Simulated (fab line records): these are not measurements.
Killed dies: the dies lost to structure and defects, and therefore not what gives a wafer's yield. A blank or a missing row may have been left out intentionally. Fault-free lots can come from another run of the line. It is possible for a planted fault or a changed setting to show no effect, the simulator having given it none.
fab line records -- flow n5Finfet
record lots=7, wafers=21, lastDay=19
route steps=1938 shown BEOL_M5@1112
lots with no fault: from the same line, run without faults
startH: start of the lot's first displayed wafer, in hours after the record's first day -- waitH: hours since the lot's step before -- " identical to the entry in the row above -- L1.1+2: a row that stands for several wafers -- - no value, or no start was given -- * or withheld: withheld -- < > ~ a bound
route shown NAME@n: NAME is a module with steps in the file, n the number in the route of the first one -- usual: mean/standard deviation of fault-free wafers -- same: alike in all rows -- chamber/n: place in a boat -- sites: readings site by site -- _std_site: how widely they spread, as a standard deviation -- _edge_site: the outer-site mean with the inner-site mean subtracted -- radiusMm: for every site, how far away it sits from the centre of the wafer -- mask NAME#n: copy n -- behind: the tool/chamber that last shaped the wafer -- hold: cause of the lot's hold/its duration in hours/its outcome -- device: whichever transistor did not switch (one of n, p or np) -- end of line: the route-end tests of the same wafers -- a step with no rows: only its recipe -- killed: dies lost to structure and defects at the first sort, not the wafer's yield -- map: per-die view of a wafer (x killed, . not killed, _ where there is no die)
set.NAME: setting as actually run; set.NAME@STEP: the setting as run at that earlier step -- model.NAME: the simulator's own value behind a step, which no gauge read
lots at selected steps of the route; one table per step, one row per wafer
services: from which hour (startH, from the record's first day; less than 0 if before it) a tool's chamber was out of use, for how many hours, and why
## steps
# step N5_BEOL_M5_ILD_DEP_00
# recipe material=SiCOH_lowk, targetThkA=1406.4, tempC=300, precursor=DEMS/porogen, pressureTorr=5, rfW=500, timeS=25.9
# usual heaterPowerW=349/80, showerheadPlenumPTorr=5.737/0.021, throttleValvePct=14.3/0.82
lot.wafer,tool,chamber,startH,waitH,heaterPowerW,showerheadPlenumPTorr,throttleValvePct
L229.2,pecvd-01,0,163.39,0.7,366,5.762,15.7
L229.4,pecvd-01,2,163.39,0.7,527,5.683,12.7
L229.6,pecvd-01,1,163.39,0.7,306,5.751,14.4
L240.1,pecvd-02,1,296.42,0.8,319,5.732,13.9
L240.3,pecvd-02,2,296.42,0.8,407,5.733,13.9
L240.5,pecvd-02,1,296.42,0.8,324,5.735,14.2
L244.1,pecvd-02,1,303.33,0.8,319,5.738,14.2
L244.2,pecvd-02,2,303.33,0.8,415,5.732,13.8
L244.4,pecvd-02,0,303.33,0.8,289,5.734,14.4
L242.4,pecvd-03,1,321.04,0.4,339,5.739,14.7
L242.5,pecvd-03,2,321.04,0.4,347,5.736,14.0
L242.6,pecvd-03,0,321.04,0.4,327,5.757,14.7
L248.1,pecvd-01,1,321.83,0.8,322,5.730,14.5
L248.4,pecvd-01,0,321.83,0.8,322,5.781,16.0
L248.5,pecvd-01,1,321.83,0.8,259,5.758,14.3
L241.1,pecvd-02,2,327.62,0.8,444,5.729,13.7
L241.2,pecvd-02,0,327.62,0.8,310,5.725,14.8
L241.6,pecvd-02,1,327.62,0.8,272,5.728,14.2
L252.2,pecvd-02,1,341.64,0.7,280,5.712,14.0
L252.4,pecvd-02,2,341.64,0.7,409,5.711,13.8
L252.5,pecvd-02,0,341.64,0.7,260,5.739,14.5
# step N5_BEOL_M5_CURE_79
# recipe tempC=385, timeS=240, ambient=He/Ar, material=SiCOH_lowk
# usual lampPowerPct=52.31/0.048, wafer_temp_C_max=387.3/0.84
lot.wafer,tool,chamber,startH,waitH,lampPowerPct,wafer_temp_C_max
L229.2,uvCure-03,0,163.53,0.1,52.36,387.5
L229.4,uvCure-03,0,163.53,0.1,52.29,388.7
L229.6,uvCure-03,0,163.53,0.1,52.29,387.4
L240.1,uvCure-01,0,296.48,0.0,52.20,388.7
L240.3,uvCure-01,0,296.48,0.0,52.36,388.6
L240.5,uvCure-01,0,296.48,0.0,52.29,388.2
L244.1,uvCure-01,1,303.39,0.0,52.28,386.6
L244.2,uvCure-01,1,303.39,0.0,52.32,386.3
L244.4,uvCure-01,1,303.39,0.0,52.33,386.4
L242.4,uvCure-02,0,321.32,0.3,52.29,388.0
L242.5,uvCure-02,0,321.32,0.3,52.28,387.3
L242.6,uvCure-02,0,321.32,0.3,52.26,388.0
L248.1,uvCure-03,0,321.91,0.1,52.36,387.5
L248.4,uvCure-03,0,321.91,0.1,52.33,388.3
L248.5,uvCure-03,0,321.91,0.1,52.27,388.1
L241.1,uvCure-02,1,327.68,0.0,52.32,386.6
L241.2,uvCure-02,1,327.68,0.0,52.34,386.4
L241.6,uvCure-02,1,327.68,0.0,52.31,387.4
L252.2,uvCure-03,1,341.78,0.1,52.34,386.7
L252.4,uvCure-03,1,341.78,0.1,52.36,386.9
L252.5,uvCure-03,1,341.78,0.1,52.31,386.9
# step N5_BEOL_M5_THK_MEAS_01
# recipe reads=SiCOH_lowk_of_BEOL_M5_ILD_DEP_00
# usual M5_ILD_THK=120.8/1.5
lot.wafer,tool,chamber,startH,waitH,M5_ILD_THK[nm]
L229.2,filmMetro-01,-,163.97,0.4,121.4
L229.4,filmMetro-01,-,163.97,0.4,122.9
L229.6,filmMetro-01,-,163.97,0.4,120.5
L240.1,filmMetro-02,-,296.99,0.4,119.2
L240.3,filmMetro-02,-,296.99,0.4,120.8
L240.5,filmMetro-02,-,296.99,0.4,121.7
L244.1,filmMetro-02,-,304.38,0.8,119.8
L244.2,filmMetro-02,-,304.38,0.8,121.1
L244.4,filmMetro-02,-,304.38,0.8,122.8
L242.4,filmMetro-01,-,321.60,0.2,122.4
L242.5,filmMetro-01,-,321.60,0.2,122.3
L242.6,filmMetro-01,-,321.60,0.2,121.9
L248.1,filmMetro-02,-,322.42,0.4,117.9
L248.4,filmMetro-02,-,322.42,0.4,121.4
L248.5,filmMetro-02,-,322.42,0.4,120.6
L241.1,filmMetro-02,-,328.19,0.4,121.3
L241.2,filmMetro-02,-,328.19,0.4,120.6
L241.6,filmMetro-02,-,328.19,0.4,121.7
L252.2,filmMetro-02,-,342.21,0.4,117.4
L252.4,filmMetro-02,-,342.21,0.4,120.7
L252.5,filmMetro-02,-,342.21,0.4,121.0
# step N5_BEOL_M5_PECVD_70
# recipe material=SiO2, targetThkA=160, tempC=400, precursor=TEOS/O2, pressureTorr=5.5, rfW=450, teosFlowSccm=53.8, gas=O2, flowSccm=3000, timeS=18
# usual heaterPowerW=788/150, showerheadPlenumPTorr=8.76/0.082, throttleValvePct=23.0/1.3
lot.wafer,tool,chamber,startH,waitH,heaterPowerW,showerheadPlenumPTorr,throttleValvePct
L229.2,pecvd-02,1,164.00,0.0,720,8.75,22.7
L229.4,pecvd-02,0,164.00,0.0,670,8.75,23.2
L229.6,pecvd-02,2,164.00,0.0,941,8.73,21.7
L240.1,pecvd-03,0,297.03,0.0,666,8.86,23.5
L240.3,pecvd-03,2,297.03,0.0,687,8.74,23.2
L240.5,pecvd-03,2,297.03,0.0,704,8.76,23.0
L244.1,pecvd-01,1,304.42,0.0,711,8.80,23.0
L244.2,pecvd-01,0,304.42,0.0,754,8.90,25.4
L244.4,pecvd-01,0,304.42,0.0,742,8.92,25.5
L242.4,pecvd-03,1,321.65,0.1,838,8.77,23.2
L242.5,pecvd-03,2,321.65,0.1,674,8.78,23.4
L242.6,pecvd-03,0,321.65,0.1,764,8.85,23.6
L248.1,pecvd-02,1,322.45,0.0,679,8.72,22.8
L248.4,pecvd-02,1,322.45,0.0,677,8.75,22.6
L248.5,pecvd-02,2,322.45,0.0,844,8.69,22.2
L241.1,pecvd-01,0,328.23,0.0,717,8.89,25.2
L241.2,pecvd-01,1,328.23,0.0,660,8.82,23.4
L241.6,pecvd-01,2,328.23,0.0,1018,8.66,21.5
L252.2,pecvd-02,2,342.25,0.0,965,8.73,22.3
L252.4,pecvd-02,1,342.25,0.0,607,8.72,23.0
L252.5,pecvd-02,0,342.25,0.0,707,8.74,23.7
# step N5_BEOL_M5_HM_DEP_02
# recipe material=TiN, targetThkA=200, tempC=25, chamberPressurePa=0.49996
# usual throttleValvePct=29.9/1.1
lot.wafer,tool,chamber,startH,waitH,throttleValvePct
L229.2,pvdSputter-03,-,166.56,2.5,29.0
L229.4,pvdSputter-03,-,166.56,2.5,30.8
L229.6,pvdSputter-03,-,166.56,2.5,28.4
L240.1,pvdSputter-03,-,298.43,1.4,28.9
L240.3,pvdSputter-03,-,298.43,1.4,28.3
L240.5,pvdSputter-03,-,298.43,1.4,28.9
L244.1,pvdSputter-01,-,307.11,2.7,30.2
L244.2,pvdSputter-01,-,307.11,2.7,30.3
L244.4,pvdSputter-01,-,307.11,2.7,31.3
L242.4,pvdSputter-02,-,321.69,0.0,28.3
L242.5,pvdSputter-02,-,321.69,0.0,30.4
L242.6,pvdSputter-02,-,321.69,0.0,28.5
L248.1,pvdSputter-02,-,324.37,1.9,29.1
L248.4,pvdSputter-02,-,324.37,1.9,28.1
L248.5,pvdSputter-02,-,324.37,1.9,29.2
L241.1,pvdSputter-03,-,329.18,0.9,29.0
L241.2,pvdSputter-03,-,329.18,0.9,30.9
L241.6,pvdSputter-03,-,329.18,0.9,30.8
L252.2,pvdSputter-01,-,343.06,0.8,31.4
L252.4,pvdSputter-01,-,343.06,0.8,30.2
L252.5,pvdSputter-01,-,343.06,0.8,31.4
# step N5_BEOL_M5_COAT_59
# recipe resist=SOC, tempC=250, timeS=60, spinRpm=1500, resistThkNm=60
# step N5_BEOL_M5_COAT_60
# recipe resist=SiARC, tempC=220, timeS=60, spinRpm=1500, resistThkNm=12
# step N5_BEOL_M5_COAT_71
# recipe resist=underlayer, tempC=205, timeS=60, spinRpm=1500, resistThkNm=5
# step N5_BEOL_M5_COAT_05
# recipe resist=CAR-EUV, spinRpm=1500, resistThkNm=30
# step N5_BEOL_M5_EBR_07
# recipe solvent=PGMEA, ebrWidthMm=1.5
# step N5_BEOL_M5_SOFTBAKE_06
# recipe tempC=110, timeS=60, resist=CAR-EUV
# step N5_BEOL_M5_EXPOSE_08
# recipe maskId=M5, na=0.33, sourceShape=annular, sigmaInner=0.4, sigmaOuter=0.8, polarization=unpolarized, targetCdNm=28, doseMj=35.75
# step N5_BEOL_M5_PEB_09
# recipe pebTempC=100, pebTimeS=60, resist=CAR-EUV
# usual chillPlateTempC=22.99/0.12, exhaustPa=45.0/0.93, heaterPowerTotalW=154.1/1.1
lot.wafer,tool,chamber,startH,waitH,chillPlateTempC,exhaustPa,heaterPowerTotalW
L229.2,lithoTrack-04,0,167.01,0.0,23.15,45.1,154.4
L229.4,lithoTrack-04,0,167.01,0.0,23.12,42.8,153.1
L229.6,lithoTrack-04,0,167.01,0.0,23.12,44.6,152.5
L240.1,lithoTrack-04,-,298.94,0.1,-,-,-
L240.3,lithoTrack-04,-,298.94,0.1,-,-,-
L240.5,lithoTrack-04,-,298.94,0.1,-,-,-
L244.1,lithoTrack-03,-,307.44,0.1,-,-,-
L244.2,lithoTrack-03,-,307.44,0.1,-,-,-
L244.4,lithoTrack-03,-,307.44,0.1,-,-,-
L242.4,lithoTrack-04,-,322.02,0.0,-,-,-
L242.5,lithoTrack-04,-,322.02,0.0,-,-,-
L242.6,lithoTrack-04,-,322.02,0.0,-,-,-
L248.1,lithoTrack-02,0,324.82,0.1,22.80,45.4,152.4
L248.4,lithoTrack-02,0,324.82,0.1,22.82,43.0,154.7
L248.5,lithoTrack-02,0,324.82,0.1,22.91,44.8,154.0
L241.1,lithoTrack-03,0,329.63,0.1,22.93,45.8,153.3
L241.2,lithoTrack-03,0,329.63,0.1,23.00,44.2,155.1
L241.6,lithoTrack-03,0,329.63,0.1,23.14,44.9,152.9
L252.2,lithoTrack-02,0,343.51,0.0,22.91,45.3,152.7
L252.4,lithoTrack-02,0,343.51,0.0,22.96,45.2,152.9
L252.5,lithoTrack-02,0,343.51,0.0,22.99,44.6,152.7
# step N5_BEOL_M5_DEVELOP_10
# recipe developTimeS=30, developer=TMAH, resist=CAR-EUV, rinseLiquid=surfactantRinse, dry=airSpin, devTempC=23
## services
tool,chamber,startH,hours,kind
uvCure-01,-,141.68,1.8,repair
uvCure-01,-,145.14,1.0,pm
pecvd-03,2,145.82,5.5,scheduledDown
pecvd-02,-,153.90,0.6,repair
uvCure-01,-,154.55,6.0,pm
pecvd-01,-,157.17,2.1,repair
pecvd-03,0,158.99,5.5,scheduledDown
uvCure-02,-,173.56,2.8,pm
pecvd-02,-,191.55,2.8,pm
pecvd-03,1,210.14,2.1,scheduledDown
pecvd-01,0,210.55,5.5,scheduledDown
pecvd-01,2,216.01,5.5,scheduledDown
pecvd-02,0,231.36,2.1,scheduledDown
pecvd-01,2,233.55,2.1,scheduledDown
pecvd-02,1,236.93,5.5,scheduledDown
uvCure-03,-,252.65,0.8,repair
uvCure-01,-,272.32,13.0,repair
pvdSputter-01,-,273.00,6.9,repair
pecvd-02,0,279.40,5.5,scheduledDown
uvCure-02,-,287.62,10.7,repair
uvCure-01,-,287.82,0.8,repair
pvdSputter-01,-,303.61,2.6,repair
pecvd-01,2,319.35,3.9,repair
pvdSputter-01,-,340.71,0.5,repair
## key
firstSign step=N5_BEOL_M5_PEB_09, reading=toolRecord, direction=missing
effect none on later readings
metAt N5_BEOL_M5_PEB_09
struckWafers L240.1,L240.3,L240.5,L242.4,L242.5,L242.6,L244.1,L244.2,L244.4
laterRowsLeftOut L240.1,L240.3,L240.5,L242.4,L242.5,L242.6,L244.1,L244.2,L244.4
sortLeftOut L240.1,L240.3,L240.5,L242.4,L242.5,L242.6,L244.1,L244.2,L244.4
onsetBetween 167.01 298.94
fault kind=skippedStepWhole, tool=lithoTrack-03,lithoTrack-04, chamber=-, onsetH=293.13, steps=N5_BEOL_M5_PEB_09, scope=struckLotsOnly
# sortLeftOut: the simulated sort isn't trusted on such a fault, so these wafers' sort isn't shown, and their yield isn't known
# laterRowsLeftOut: the simulator's readings of these wafers behind a module that went badly wrong aren't trusted and aren't shown, but for the sort
